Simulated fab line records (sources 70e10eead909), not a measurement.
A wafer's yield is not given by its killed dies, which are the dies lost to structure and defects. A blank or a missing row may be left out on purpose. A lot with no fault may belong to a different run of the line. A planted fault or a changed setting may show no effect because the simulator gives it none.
Chamber matching / flow nand_harc / 3 sister chambers for NHARC_P_M2_PRE_CLEAN_32 on pecvd-01
The step time 12 s. 3 wafers are shown with their chamber, then 7 later ones without.

EACH WAFER AND ITS CHAMBER
wafer=L293.6; chamber=1; heater_power_w (W)=571
wafer=L301.1; chamber=0; heater_power_w (W)=623
wafer=L301.2; chamber=2; heater_power_w (W)=774

WAFERS WITH NO CHAMBER GIVEN
wafer=L301.6; heater_power_w (W)=582
wafer=L304.3; heater_power_w (W)=799
wafer=L304.4; heater_power_w (W)=699
wafer=L304.5; heater_power_w (W)=670
wafer=L308.2; heater_power_w (W)=746
wafer=L308.4; heater_power_w (W)=698
wafer=L308.6; heater_power_w (W)=740

EACH ONE'S CHAMBER
wafer=L301.6; from the rows above=can't be placed: 1 or 0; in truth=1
wafer=L304.3; from the rows above=2; in truth=2
wafer=L304.4; from the rows above=can't be placed: 2 or 0 or 1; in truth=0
wafer=L304.5; from the rows above=can't be placed: 0 or 1 or 2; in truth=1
wafer=L308.2; from the rows above=can't be placed: 2 or 0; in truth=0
wafer=L308.4; from the rows above=can't be placed: 0 or 2 or 1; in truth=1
wafer=L308.6; from the rows above=can't be placed: 2 or 0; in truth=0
Placed correctly: 1 of 7. Can't be placed from these rows: 6 (the true chamber is among the candidates in 6). Placed wrongly: 0.
How it was worked out, from the rows above alone: a wafer's distance from a chamber is the root of the sum, over the readings, of the square of ((its reading less the chamber's mean) divided by the reading's scatter). If the next closest chamber is less than 2 further off than the closest, the wafer can't be placed; otherwise it belongs to the closest. A chamber's mean is the mean of its shown wafers. The scatter: root of mean squared gap, hidden wafer to nearest shown wafer, with one shown wafer a chamber.
